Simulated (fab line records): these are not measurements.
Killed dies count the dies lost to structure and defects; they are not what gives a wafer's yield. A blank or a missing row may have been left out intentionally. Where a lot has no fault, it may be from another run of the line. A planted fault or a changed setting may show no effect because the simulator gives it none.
Split-lot experiment || flow n5_finfet || 21 wafers read from 7 lots, route of 1938 steps

THE SPLIT
At N5_GATE_CUT_ETCH_58 (etches SiNx in CH3F/O2, target depth 17 nm, time 128.6 s), the setting source_w was moved away from the recipe's 415 W on 8 of the 21 wafers read, by -16.5% to +17.4%. All remaining wafers had this setting at the recipe value.

The split's own step is where the reading is taken.

THE READING
rf_vpp_V, in V, at N5_GATE_CUT_ETCH_58 (etches SiNx in CH3F/O2, target depth 17 nm, time 128.6 s). Fault-free wafers of this fab line usually give 99.4 V, standard deviation 0.97 V.

{"wafer": "L079.3", "tool, chamber at the split": "rie_diel-06, 3", "source_w as run, W": 415, "against the recipe": "recipe", "rf_vpp_V, V": 100.0, "against lot-mates on the recipe": "-"}
{"wafer": "L079.5", "tool, chamber at the split": "rie_diel-06, 0", "source_w as run, W": 346.5, "against the recipe": "-16.5%", "rf_vpp_V, V": 106.5, "against lot-mates on the recipe": "+6.5"}
{"wafer": "L079.6", "tool, chamber at the split": "rie_diel-06, 1", "source_w as run, W": 346.5, "against the recipe": "-16.5%", "rf_vpp_V, V": 105.3, "against lot-mates on the recipe": "+5.3"}
{"wafer": "L086.2", "tool, chamber at the split": "rie_diel-06, 3", "source_w as run, W": 415, "against the recipe": "recipe", "rf_vpp_V, V": 100.1, "against lot-mates on the recipe": "-"}
{"wafer": "L086.3", "tool, chamber at the split": "rie_diel-06, 1", "source_w as run, W": 415, "against the recipe": "recipe", "rf_vpp_V, V": 100.1, "against lot-mates on the recipe": "-"}
{"wafer": "L086.6", "tool, chamber at the split": "rie_diel-06, 3", "source_w as run, W": 415, "against the recipe": "recipe", "rf_vpp_V, V": 98.9, "against lot-mates on the recipe": "-"}
{"wafer": "L088.2", "tool, chamber at the split": "rie_diel-06, 0", "source_w as run, W": 415, "against the recipe": "recipe", "rf_vpp_V, V": 99.8, "against lot-mates on the recipe": "-"}
{"wafer": "L088.4", "tool, chamber at the split": "rie_diel-06, 2", "source_w as run, W": 415, "against the recipe": "recipe", "rf_vpp_V, V": 98.9, "against lot-mates on the recipe": "-"}
{"wafer": "L088.6", "tool, chamber at the split": "rie_diel-06, 0", "source_w as run, W": 415, "against the recipe": "recipe", "rf_vpp_V, V": 98.4, "against lot-mates on the recipe": "-"}
{"wafer": "L091.1", "tool, chamber at the split": "rie_diel-01, 1", "source_w as run, W": 415, "against the recipe": "recipe", "rf_vpp_V, V": 98.8, "against lot-mates on the recipe": "-"}
{"wafer": "L091.4", "tool, chamber at the split": "rie_diel-01, 0", "source_w as run, W": 415, "against the recipe": "recipe", "rf_vpp_V, V": 100.8, "against lot-mates on the recipe": "-"}
{"wafer": "L091.6", "tool, chamber at the split": "rie_diel-01, 0", "source_w as run, W": 346.5, "against the recipe": "-16.5%", "rf_vpp_V, V": 105.6, "against lot-mates on the recipe": "+5.8"}
{"wafer": "L092.1", "tool, chamber at the split": "rie_diel-06, 2", "source_w as run, W": 415, "against the recipe": "recipe", "rf_vpp_V, V": 99.7, "against lot-mates on the recipe": "-"}
{"wafer": "L092.3", "tool, chamber at the split": "rie_diel-06, 1", "source_w as run, W": 487.4, "against the recipe": "+17.4%", "rf_vpp_V, V": 94.0, "against lot-mates on the recipe": -5.7}
{"wafer": "L092.6", "tool, chamber at the split": "rie_diel-06, 2", "source_w as run, W": 487.4, "against the recipe": "+17.4%", "rf_vpp_V, V": 93.6, "against lot-mates on the recipe": -6.1}
{"wafer": "L095.2", "tool, chamber at the split": "rie_diel-02, 1", "source_w as run, W": 353.6, "against the recipe": "-14.8%", "rf_vpp_V, V": 104.3, "against lot-mates on the recipe": "+4.8"}
{"wafer": "L095.4", "tool, chamber at the split": "rie_diel-02, 1", "source_w as run, W": 415, "against the recipe": "recipe", "rf_vpp_V, V": 99.5, "against lot-mates on the recipe": "-"}
{"wafer": "L095.5", "tool, chamber at the split": "rie_diel-02, 0", "source_w as run, W": 353.6, "against the recipe": "-14.8%", "rf_vpp_V, V": 105.2, "against lot-mates on the recipe": "+5.7"}
{"wafer": "L097.3", "tool, chamber at the split": "rie_diel-01, 0", "source_w as run, W": 363.4, "against the recipe": "-12.4%", "rf_vpp_V, V": 104.5, "against lot-mates on the recipe": "+5.5"}
{"wafer": "L097.4", "tool, chamber at the split": "rie_diel-01, 2", "source_w as run, W": 415, "against the recipe": "recipe", "rf_vpp_V, V": 98.5, "against lot-mates on the recipe": "-"}
{"wafer": "L097.5", "tool, chamber at the split": "rie_diel-01, 0", "source_w as run, W": 415, "against the recipe": "recipe", "rf_vpp_V, V": 99.5, "against lot-mates on the recipe": "-"}

FIT RESULTS
A straight line over all 21 wafers: rf_vpp_V changes by -0.358 V for each +1% of source_w; r = -0.98; the points scatter about the line by 0.67 V.
The same after taking each lot's own level away (the mean of its wafers on the recipe; 21 wafers): -0.354 V for each +1%; r = -0.99; scatter 0.6 V.
On that fit, the largest move of source_w shifts the reading by 6.2 V.
Across the lots, their own levels run from 99.00 to 100.00 V, a range of 1.0 times the standard deviation given above.
Consequently the slope shifts little with the lot-to-lot level, the two slopes agreeing.
Check: with one of the wafers moved furthest among these (+17.4%) left out of the fit, the line predicts -6.25 V for it against its lot-mates. It came out at -5.7 V against them.
Tool readings at the split's step, against how far the setting was moved: rf_vpp_V r = -0.98.

ADDITIONAL SPLITS CARRIED BY THESE WAFERS
Other splits were also applied to these wafers ahead of the reading. Each is held against what the fit with the lots' levels taken away leaves over:
{"other split on the same wafers": "N5_WELL_APT_COAT_02 spin_rpm", "wafers away from the commonest value": 10, "r with rf_vpp_V (lot level and that fit taken away)": "+0.04"}
{"other split on the same wafers": "N5_WELL_APT_COAT_19 spin_rpm", "wafers away from the commonest value": 6, "r with rf_vpp_V (lot level and that fit taken away)": "+0.12"}
{"other split on the same wafers": "N5_FIN_SAQP_PECVD_06 time_s", "wafers away from the commonest value": 7, "r with rf_vpp_V (lot level and that fit taken away)": "+0.04"}
{"other split on the same wafers": "N5_FIN_SAQP_PEB_14 peb_time_s", "wafers away from the commonest value": 3, "r with rf_vpp_V (lot level and that fit taken away)": -0.03}
{"other split on the same wafers": "N5_DUMMY_GATE_COAT_28 spin_rpm", "wafers away from the commonest value": 5, "r with rf_vpp_V (lot level and that fit taken away)": -0.14}
{"other split on the same wafers": "N5_SD_EPI_N_EPI_21 epi_growth_time_s", "wafers away from the commonest value": 6, "r with rf_vpp_V (lot level and that fit taken away)": "+0.28"}
{"other split on the same wafers": "N5_HKMG_FIN_ETCH_55 time_s", "wafers away from the commonest value": 7, "r with rf_vpp_V (lot level and that fit taken away)": -0.27}
{"other split on the same wafers": "N5_HKMG_FIN_ETCH_58 source_w", "wafers away from the commonest value": 5, "r with rf_vpp_V (lot level and that fit taken away)": -0.21}

THE FILE'S OWN FIT
rf_vpp_V changes by -0.361 V for each +1% of source_w, r = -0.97.
